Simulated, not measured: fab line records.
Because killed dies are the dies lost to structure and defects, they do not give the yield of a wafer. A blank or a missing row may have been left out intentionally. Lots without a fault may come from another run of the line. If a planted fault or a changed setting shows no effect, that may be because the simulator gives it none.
fab line records / flow n5_finfet
record: lots: 13 wafers: 37 last_day: 17
route steps=1938 shown BEOL_M10@1520
lots with no fault: from the same line, run without faults
start_h: hours from the record's first day to the start of the lot's first wafer shown / wait_h: hours since the lot's step before / " unchanged from the row above / L1.1+2: one row covering several wafers at once / - value missing, or start not given / * or withheld: withheld / < > ~ a bound
route shown NAME@n: names a module that has steps shown in the file, with the first one's number in the route / usual: mean and standard deviation over wafers with no fault / same: alike in all rows / chamber/n: place in a boat / sites: per-site readings / _std_site: standard deviation of those values / _edge_site: outer sites' mean less inner sites' / radius_mm: for every site, how far away it sits from the centre of the wafer / mask NAME#n: copy n / behind: the last tool/chamber to shape the wafer / hold: why the lot went on hold/how many hours it stayed there/how the hold came to an end / device: the transistor (n, p or np) that didn't switch / end of line: the same wafers' tests at the end of the route / where a step has no rows: the recipe by itself / killed: dies that structure and defects cost at the first sort, which is not the same as the wafer's yield / map: the dies of a wafer, with x for killed, . for not killed, _ for no die there
set.NAME: the run value of the setting; set.NAME@STEP: its run value at that earlier step / model.NAME: the simulator's own value behind a step, which no gauge read
route steps across a sampled set of lots; one table per step, one row per wafer
services: from which hour (start_h, from the record's first day; less than 0 if before it) a tool's chamber was out of use, for how many hours, and why
== steps ==
step: N5_BEOL_M10_CD_MEAS_35
recipe: target_cd_nm: 70 polarity: opening
usual: cd_nm: 69.8/0.6
lot.wafer=L142.3 tool=cd_sem-03 chamber=- start_h=231.06 wait_h=0.0 cd_nm=70.1
lot.wafer=L142.4 tool=cd_sem-03 chamber=- start_h=231.06 wait_h=0.0 cd_nm=70.5
lot.wafer=L142.5 tool=cd_sem-03 chamber=- start_h=231.06 wait_h=0.0 cd_nm=70.8
lot.wafer=L141.3 tool=cd_sem-02 chamber=- start_h=233.80 wait_h=0.0 cd_nm=68.9
lot.wafer=L141.5 tool=cd_sem-02 chamber=- start_h=233.80 wait_h=0.0 cd_nm=69.6
lot.wafer=L141.6 tool=cd_sem-02 chamber=- start_h=233.80 wait_h=0.0 cd_nm=69.6
lot.wafer=L143.2 tool=cd_sem-02 chamber=- start_h=238.02 wait_h=0.0 cd_nm=69.5
lot.wafer=L143.4 tool=cd_sem-02 chamber=- start_h=238.02 wait_h=0.0 cd_nm=69.9
lot.wafer=L143.5 tool=cd_sem-02 chamber=- start_h=238.02 wait_h=0.0 cd_nm=69.2
lot.wafer=L144.1 tool=cd_sem-02 chamber=- start_h=241.97 wait_h=0.0 cd_nm=69.9
lot.wafer=L144.3 tool=cd_sem-02 chamber=- start_h=241.97 wait_h=0.0 cd_nm=70.2
lot.wafer=L144.5 tool=cd_sem-02 chamber=- start_h=241.97 wait_h=0.0 cd_nm=69.4
lot.wafer=L145.4 tool=cd_sem-02 chamber=- start_h=242.22 wait_h=0.0 cd_nm=69.3
lot.wafer=L145.6 tool=cd_sem-02 chamber=- start_h=242.22 wait_h=0.0 cd_nm=69.6
lot.wafer=L146.2 tool=cd_sem-02 chamber=- start_h=244.38 wait_h=0.0 cd_nm=69.4
lot.wafer=L146.3 tool=cd_sem-02 chamber=- start_h=244.38 wait_h=0.0 cd_nm=69.3
lot.wafer=L146.6 tool=cd_sem-02 chamber=- start_h=244.38 wait_h=0.0 cd_nm=69.5
lot.wafer=L149.4 tool=cd_sem-03 chamber=- start_h=278.99 wait_h=0.0 cd_nm=69.4
lot.wafer=L149.6 tool=cd_sem-03 chamber=- start_h=278.99 wait_h=0.0 cd_nm=69.0
lot.wafer=L154.2 tool=cd_sem-02 chamber=- start_h=302.93 wait_h=0.0 cd_nm=69.9
lot.wafer=L154.3 tool=cd_sem-02 chamber=- start_h=302.93 wait_h=0.0 cd_nm=70.6
lot.wafer=L154.6 tool=cd_sem-02 chamber=- start_h=302.93 wait_h=0.0 cd_nm=70.4
lot.wafer=L155.4 tool=cd_sem-03 chamber=- start_h=304.82 wait_h=0.0 cd_nm=69.7
lot.wafer=L155.5 tool=cd_sem-03 chamber=- start_h=304.82 wait_h=0.0 cd_nm=70.0
lot.wafer=L155.6 tool=cd_sem-03 chamber=- start_h=304.82 wait_h=0.0 cd_nm=70.0
lot.wafer=L162.2 tool=cd_sem-01 chamber=- start_h=341.77 wait_h=0.0 cd_nm=70.7
lot.wafer=L162.3 tool=cd_sem-01 chamber=- start_h=341.77 wait_h=0.0 cd_nm=70.5
lot.wafer=L162.5 tool=cd_sem-01 chamber=- start_h=341.77 wait_h=0.0 cd_nm=69.9
lot.wafer=L160.1 tool=cd_sem-02 chamber=- start_h=342.24 wait_h=0.0 cd_nm=70.3
lot.wafer=L160.2 tool=cd_sem-02 chamber=- start_h=342.24 wait_h=0.0 cd_nm=70.3
lot.wafer=L160.6 tool=cd_sem-02 chamber=- start_h=342.24 wait_h=0.0 cd_nm=70.8
lot.wafer=L161.1 tool=cd_sem-01 chamber=- start_h=347.27 wait_h=0.0 cd_nm=70.1
lot.wafer=L161.2 tool=cd_sem-01 chamber=- start_h=347.27 wait_h=0.0 cd_nm=70.5
lot.wafer=L161.6 tool=cd_sem-01 chamber=- start_h=347.27 wait_h=0.0 cd_nm=70.0
lot.wafer=L163.2 tool=cd_sem-03 chamber=- start_h=349.91 wait_h=0.0 cd_nm=69.6
lot.wafer=L163.5 tool=cd_sem-03 chamber=- start_h=349.91 wait_h=0.0 cd_nm=69.3
lot.wafer=L163.6 tool=cd_sem-03 chamber=- start_h=349.91 wait_h=0.0 cd_nm=69.2
step: N5_BEOL_M10_PRE_CLEAN_45
recipe: gas: H2/He time_s: 30 temp_c: 250
usual: heater_power_w: 347/41
lot.wafer=L142.3 tool=pvd_sputter-03 chamber=- start_h=231.82 wait_h=0.0 heater_power_w=381
lot.wafer=L142.4 tool=pvd_sputter-03 chamber=- start_h=231.82 wait_h=0.0 heater_power_w=416
lot.wafer=L142.5 tool=pvd_sputter-03 chamber=- start_h=231.82 wait_h=0.0 heater_power_w=423
lot.wafer=L141.3 tool=pvd_sputter-02 chamber=- start_h=234.49 wait_h=0.0 heater_power_w=377
lot.wafer=L141.5 tool=pvd_sputter-02 chamber=- start_h=234.49 wait_h=0.0 heater_power_w=380
lot.wafer=L141.6 tool=pvd_sputter-02 chamber=- start_h=234.49 wait_h=0.0 heater_power_w=334
lot.wafer=L143.2 tool=pvd_sputter-02 chamber=- start_h=238.61 wait_h=0.0 heater_power_w=305
lot.wafer=L143.4 tool=pvd_sputter-02 chamber=- start_h=238.61 wait_h=0.0 heater_power_w=339
lot.wafer=L143.5 tool=pvd_sputter-02 chamber=- start_h=238.61 wait_h=0.0 heater_power_w=380
lot.wafer=L144.1 tool=pvd_sputter-03 chamber=- start_h=242.94 wait_h=0.0 heater_power_w=289
lot.wafer=L144.3 tool=pvd_sputter-03 chamber=- start_h=242.94 wait_h=0.0 heater_power_w=381
lot.wafer=L144.5 tool=pvd_sputter-03 chamber=- start_h=242.94 wait_h=0.0 heater_power_w=293
lot.wafer=L145.4 tool=pvd_sputter-03 chamber=- start_h=243.18 wait_h=0.0 heater_power_w=374
lot.wafer=L145.6 tool=pvd_sputter-03 chamber=- start_h=243.18 wait_h=0.0 heater_power_w=376
lot.wafer=L146.2 tool=pvd_sputter-01 chamber=- start_h=244.86 wait_h=0.0 heater_power_w=354
lot.wafer=L146.3 tool=pvd_sputter-01 chamber=- start_h=244.86 wait_h=0.0 heater_power_w=304
lot.wafer=L146.6 tool=pvd_sputter-01 chamber=- start_h=244.86 wait_h=0.0 heater_power_w=363
lot.wafer=L149.4 tool=pvd_sputter-03 chamber=- start_h=279.48 wait_h=0.0 heater_power_w=297
lot.wafer=L149.6 tool=pvd_sputter-03 chamber=- start_h=279.48 wait_h=0.0 heater_power_w=381
lot.wafer=L154.2 tool=pvd_sputter-03 chamber=- start_h=303.57 wait_h=0.0 heater_power_w=382
lot.wafer=L154.3 tool=pvd_sputter-03 chamber=- start_h=303.57 wait_h=0.0 heater_power_w=349
lot.wafer=L154.6 tool=pvd_sputter-03 chamber=- start_h=303.57 wait_h=0.0 heater_power_w=289
lot.wafer=L155.4 tool=pvd_sputter-01 chamber=- start_h=305.69 wait_h=0.0 heater_power_w=291
lot.wafer=L155.5 tool=pvd_sputter-01 chamber=- start_h=305.69 wait_h=0.0 heater_power_w=359
lot.wafer=L155.6 tool=pvd_sputter-01 chamber=- start_h=305.69 wait_h=0.0 heater_power_w=290
lot.wafer=L162.2 tool=pvd_sputter-03 chamber=- start_h=342.22 wait_h=0.0 heater_power_w=292
lot.wafer=L162.3 tool=pvd_sputter-03 chamber=- start_h=342.22 wait_h=0.0 heater_power_w=410
lot.wafer=L162.5 tool=pvd_sputter-03 chamber=- start_h=342.22 wait_h=0.0 heater_power_w=415
lot.wafer=L160.1 tool=pvd_sputter-03 chamber=- start_h=343.06 wait_h=0.0 heater_power_w=347
lot.wafer=L160.2 tool=pvd_sputter-03 chamber=- start_h=343.06 wait_h=0.0 heater_power_w=292
lot.wafer=L160.6 tool=pvd_sputter-03 chamber=- start_h=343.06 wait_h=0.0 heater_power_w=343
lot.wafer=L161.1 tool=pvd_sputter-01 chamber=- start_h=347.67 wait_h=0.0 heater_power_w=298
lot.wafer=L161.2 tool=pvd_sputter-01 chamber=- start_h=347.67 wait_h=0.0 heater_power_w=351
lot.wafer=L161.6 tool=pvd_sputter-01 chamber=- start_h=347.67 wait_h=0.0 heater_power_w=294
lot.wafer=L163.2 tool=pvd_sputter-01 chamber=- start_h=350.32 wait_h=0.0 heater_power_w=356
lot.wafer=L163.5 tool=pvd_sputter-01 chamber=- start_h=350.32 wait_h=0.0 heater_power_w=289
lot.wafer=L163.6 tool=pvd_sputter-01 chamber=- start_h=350.32 wait_h=0.0 heater_power_w=302
step: N5_BEOL_M10_CVD_75
recipe: material: Co target_thk_a: 20 temp_c: withheld precursor: CCTBA/H2 pressure_torr: 30 time_s: 138.9
usual: run_length_s: 161.6/0.65
lot.wafer=L142.3 tool=cvd_co-02 chamber=2 start_h=233.77 wait_h=0.1 run_length_s=162.5
lot.wafer=L142.4 tool=cvd_co-02 chamber=0 start_h=233.77 wait_h=0.1 run_length_s=161.4
lot.wafer=L142.5 tool=cvd_co-02 chamber=2 start_h=233.77 wait_h=0.1 run_length_s=162.2
lot.wafer=L141.3 tool=cvd_co-02 chamber=1 start_h=235.11 wait_h=0.1 run_length_s=161.0
lot.wafer=L141.5 tool=cvd_co-02 chamber=2 start_h=235.11 wait_h=0.1 run_length_s=162.1
lot.wafer=L141.6 tool=cvd_co-02 chamber=0 start_h=235.11 wait_h=0.1 run_length_s=161.5
lot.wafer=L143.2 tool=cvd_co-01 chamber=0 start_h=239.05 wait_h=0.1 run_length_s=161.4
lot.wafer=L143.4 tool=cvd_co-01 chamber=2 start_h=239.05 wait_h=0.1 run_length_s=160.4
lot.wafer=L143.5 tool=cvd_co-01 chamber=0 start_h=239.05 wait_h=0.1 run_length_s=161.9
lot.wafer=L144.1 tool=cvd_co-01 chamber=0 start_h=243.37 wait_h=0.0 run_length_s=161.8
lot.wafer=L144.3 tool=cvd_co-01 chamber=1 start_h=243.37 wait_h=0.0 run_length_s=161.0
lot.wafer=L144.5 tool=cvd_co-01 chamber=0 start_h=243.37 wait_h=0.0 run_length_s=161.8
lot.wafer=L145.4 tool=cvd_co-01 chamber=0 start_h=243.82 wait_h=0.1 run_length_s=201.4
lot.wafer=L145.6 tool=cvd_co-01 chamber=1 start_h=243.82 wait_h=0.1 run_length_s=160.8
lot.wafer=L146.2 tool=cvd_co-02 chamber=2 start_h=246.66 wait_h=0.1 run_length_s=162.4
lot.wafer=L146.3 tool=cvd_co-02 chamber=0 start_h=246.66 wait_h=0.1 run_length_s=161.5
lot.wafer=L146.6 tool=cvd_co-02 chamber=0 start_h=246.66 wait_h=0.1 run_length_s=161.9
lot.wafer=L149.4 tool=cvd_co-01 chamber=2 start_h=280.03 wait_h=0.1 run_length_s=200.4
lot.wafer=L149.6 tool=cvd_co-01 chamber=1 start_h=280.03 wait_h=0.1 run_length_s=161.2
lot.wafer=L154.2 tool=cvd_co-02 chamber=1 start_h=304.24 wait_h=0.3 run_length_s=161.4
lot.wafer=L154.3 tool=cvd_co-02 chamber=2 start_h=304.24 wait_h=0.3 run_length_s=163.1
lot.wafer=L154.6 tool=cvd_co-02 chamber=2 start_h=304.24 wait_h=0.3 run_length_s=162.5
lot.wafer=L155.4 tool=cvd_co-02 chamber=1 start_h=306.58 wait_h=0.3 run_length_s=161.4
lot.wafer=L155.5 tool=cvd_co-02 chamber=2 start_h=306.58 wait_h=0.3 run_length_s=163.0
lot.wafer=L155.6 tool=cvd_co-02 chamber=0 start_h=306.58 wait_h=0.3 run_length_s=161.7
lot.wafer=L162.2 tool=cvd_co-02 chamber=2 start_h=342.66 wait_h=0.1 run_length_s=162.1
lot.wafer=L162.3 tool=cvd_co-02 chamber=0 start_h=342.66 wait_h=0.1 run_length_s=161.8
lot.wafer=L162.5 tool=cvd_co-02 chamber=0 start_h=342.66 wait_h=0.1 run_length_s=161.4
lot.wafer=L160.1 tool=cvd_co-02 chamber=1 start_h=343.85 wait_h=0.2 run_length_s=161.4
lot.wafer=L160.2 tool=cvd_co-02 chamber=2 start_h=343.85 wait_h=0.2 run_length_s=162.6
lot.wafer=L160.6 tool=cvd_co-02 chamber=1 start_h=343.85 wait_h=0.2 run_length_s=161.2
lot.wafer=L161.1 tool=cvd_co-02 chamber=1 start_h=349.32 wait_h=0.3 run_length_s=161.0
lot.wafer=L161.2 tool=cvd_co-02 chamber=0 start_h=349.32 wait_h=0.3 run_length_s=161.3
lot.wafer=L161.6 tool=cvd_co-02 chamber=2 start_h=349.32 wait_h=0.3 run_length_s=162.5
lot.wafer=L163.2 tool=cvd_co-02 chamber=1 start_h=350.92 wait_h=0.2 run_length_s=161.0
lot.wafer=L163.5 tool=cvd_co-02 chamber=1 start_h=350.92 wait_h=0.2 run_length_s=161.2
lot.wafer=L163.6 tool=cvd_co-02 chamber=0 start_h=350.92 wait_h=0.2 run_length_s=162.4
step: N5_BEOL_M10_THK_MEAS_53
recipe: thk_meas_gauge: xrf reads: Cu_of_BEOL_M10_ECD_50
usual: M10_THK: 138.3/2.4
lot.wafer=L142.3 tool=film_metro-02 chamber=- start_h=234.95 wait_h=- M10_THK[nm]=139.2
lot.wafer=L142.4 tool=film_metro-02 chamber=- start_h=234.95 wait_h=- M10_THK[nm]=135.5
lot.wafer=L142.5 tool=film_metro-02 chamber=- start_h=234.95 wait_h=- M10_THK[nm]=137.4
lot.wafer=L141.3 tool=film_metro-02 chamber=- start_h=236.23 wait_h=- M10_THK[nm]=138.4
lot.wafer=L141.5 tool=film_metro-02 chamber=- start_h=236.23 wait_h=- M10_THK[nm]=139.3
lot.wafer=L141.6 tool=film_metro-02 chamber=- start_h=236.23 wait_h=- M10_THK[nm]=137.7
lot.wafer=L143.2 tool=film_metro-02 chamber=- start_h=240.13 wait_h=- M10_THK[nm]=138.8
lot.wafer=L143.4 tool=film_metro-02 chamber=- start_h=240.13 wait_h=- M10_THK[nm]=138.7
lot.wafer=L143.5 tool=film_metro-02 chamber=- start_h=240.13 wait_h=- M10_THK[nm]=139.5
lot.wafer=L144.1 tool=film_metro-02 chamber=- start_h=244.66 wait_h=- M10_THK[nm]=137.1
lot.wafer=L144.3 tool=film_metro-02 chamber=- start_h=244.66 wait_h=- M10_THK[nm]=138.8
lot.wafer=L144.5 tool=film_metro-02 chamber=- start_h=244.66 wait_h=- M10_THK[nm]=140.3
lot.wafer=L145.4 tool=film_metro-01 chamber=- start_h=245.78 wait_h=- M10_THK[nm]=137.6
lot.wafer=L145.6 tool=film_metro-01 chamber=- start_h=245.78 wait_h=- M10_THK[nm]=137.4
lot.wafer=L146.2 tool=film_metro-01 chamber=- start_h=247.76 wait_h=- M10_THK[nm]=137.5
lot.wafer=L146.3 tool=film_metro-01 chamber=- start_h=247.76 wait_h=- M10_THK[nm]=139.7
lot.wafer=L146.6 tool=film_metro-01 chamber=- start_h=247.76 wait_h=- M10_THK[nm]=137.7
lot.wafer=L149.4 tool=film_metro-02 chamber=- start_h=281.17 wait_h=- M10_THK[nm]=140.0
lot.wafer=L149.6 tool=film_metro-02 chamber=- start_h=281.17 wait_h=- M10_THK[nm]=134.0
lot.wafer=L154.2 tool=film_metro-02 chamber=- start_h=305.96 wait_h=- M10_THK[nm]=135.4
lot.wafer=L154.3 tool=film_metro-02 chamber=- start_h=305.96 wait_h=- M10_THK[nm]=141.1
lot.wafer=L154.6 tool=film_metro-02 chamber=- start_h=305.96 wait_h=- M10_THK[nm]=136.3
lot.wafer=L155.4 tool=film_metro-02 chamber=- start_h=307.58 wait_h=- M10_THK[nm]=140.3
lot.wafer=L155.5 tool=film_metro-02 chamber=- start_h=307.58 wait_h=- M10_THK[nm]=138.5
lot.wafer=L155.6 tool=film_metro-02 chamber=- start_h=307.58 wait_h=- M10_THK[nm]=139.2
lot.wafer=L162.2 tool=film_metro-02 chamber=- start_h=343.60 wait_h=- M10_THK[nm]=136.0
lot.wafer=L162.3 tool=film_metro-02 chamber=- start_h=343.60 wait_h=- M10_THK[nm]=139.1
lot.wafer=L162.5 tool=film_metro-02 chamber=- start_h=343.60 wait_h=- M10_THK[nm]=139.5
lot.wafer=L160.1 tool=film_metro-01 chamber=- start_h=345.16 wait_h=- M10_THK[nm]=140.2
lot.wafer=L160.2 tool=film_metro-01 chamber=- start_h=345.16 wait_h=- M10_THK[nm]=139.2
lot.wafer=L160.6 tool=film_metro-01 chamber=- start_h=345.16 wait_h=- M10_THK[nm]=140.1
lot.wafer=L161.1 tool=film_metro-02 chamber=- start_h=351.12 wait_h=- M10_THK[nm]=139.3
lot.wafer=L161.2 tool=film_metro-02 chamber=- start_h=351.12 wait_h=- M10_THK[nm]=143.2
lot.wafer=L161.6 tool=film_metro-02 chamber=- start_h=351.12 wait_h=- M10_THK[nm]=141.3
lot.wafer=L163.2 tool=film_metro-02 chamber=- start_h=353.03 wait_h=- M10_THK[nm]=141.4
lot.wafer=L163.5 tool=film_metro-02 chamber=- start_h=353.03 wait_h=- M10_THK[nm]=141.0
lot.wafer=L163.6 tool=film_metro-02 chamber=- start_h=353.03 wait_h=- M10_THK[nm]=141.2
== services ==
tool=cvd_co-01 chamber=2 start_h=245.84 hours=12.5 kind=repair
tool=cvd_co-01 chamber=- start_h=262.09 hours=4.3 kind=pm
tool=cvd_co-01 chamber=- start_h=324.81 hours=1.1 kind=repair
tool=cvd_co-01 chamber=1 start_h=333.33 hours=- kind=clean
tool=cvd_co-01 chamber=1 start_h=333.33 hours=22.0 kind=scheduled_down
tool=cvd_co-01 chamber=1 start_h=333.33 hours=22.0 kind=vent_cycle
tool=cvd_co-01 chamber=- start_h=341.87 hours=14.6 kind=pm
== key ==
first_sign: step: N5_BEOL_M10_CVD_75 reading: run_length_s direction: up sigmas: 60 usual: * struck: *
effect none on later readings
met_at N5_BEOL_M10_CVD_75
struck_lots L145,L149
struck_wafers L145.4,L149.4
not_acting_at N5_BEOL_M10_CD_MEAS_35,N5_BEOL_M10_PRE_CLEAN_45,N5_BEOL_M10_THK_MEAS_53
onset_between 243.37 243.82
fault: kind: process_parameter_drift tool: cvd_co-01 chamber: - onset_h: 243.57 steps: N5_BEOL_M10_CVD_75 channel: time_s offset: * shape: step end_h: 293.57 scope: struck_wafers_only acts_in: * stated: *
